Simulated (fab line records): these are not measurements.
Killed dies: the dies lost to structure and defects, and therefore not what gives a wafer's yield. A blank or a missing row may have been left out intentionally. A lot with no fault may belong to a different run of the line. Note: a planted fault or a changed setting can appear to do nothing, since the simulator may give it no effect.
Matching of chambers -- flow n5_finfet -- N5_FIN_CUT_ETCH_20 on rie_diel-01 has 4 sister chambers
The step etches SiARC in CF4, target depth 26 nm, time 43.3 s. 8 wafers are shown with their chamber, then 10 later ones without.

WAFERS PAIRED WITH THEIR CHAMBERS
wafer,chamber,showerhead_plenum_p_Torr (Torr),drypump_motor_current_A (A)
L085.3,2,2.21,5.4
L085.4,1,2.28,5.0
L086.1,1,2.28,5.0
L086.5,0,2.23,6.7
L087.2,2,2.21,5.4
L087.5,3,2.10,5.7
L089.3,0,2.23,6.6
L089.4,3,2.09,5.7

WAFERS WITHOUT THEIR CHAMBER
wafer,showerhead_plenum_p_Torr (Torr),drypump_motor_current_A (A)
L089.5,2.23,6.7
L092.2,2.23,6.6
L092.4,2.27,5.0
L092.5,2.21,5.4
L095.2,2.27,5.0
L095.4,2.27,5.0
L095.6,2.22,6.7
L096.3,2.22,6.7
L096.4,2.09,5.8
L096.5,2.20,5.4

CHAMBER TAKEN BY EACH
wafer,from the rows above,in truth
L089.5,0,0
L092.2,0,0
L092.4,1,1
L092.5,2,2
L095.2,1,1
L095.4,1,1
L095.6,0,0
L096.3,0,0
L096.4,3,3
L096.5,2,2
Correctly placed: 10 of 10. Left unplaced by these rows: 0. Wrongly placed: 0.
How it was worked out, from the rows above alone: a wafer's distance from a chamber is the root of the sum, over the readings, of the square of ((its reading less the chamber's mean) divided by the reading's scatter). The wafer belongs to the nearest chamber; if the next one is less than 2 further off, it can't be placed. Each chamber's mean is taken over the wafers shown for it. How the scatter is found: for the shown wafers, subtract from each reading the mean of its chamber, square and add these, divide the total by (wafers less chambers), then take the root.
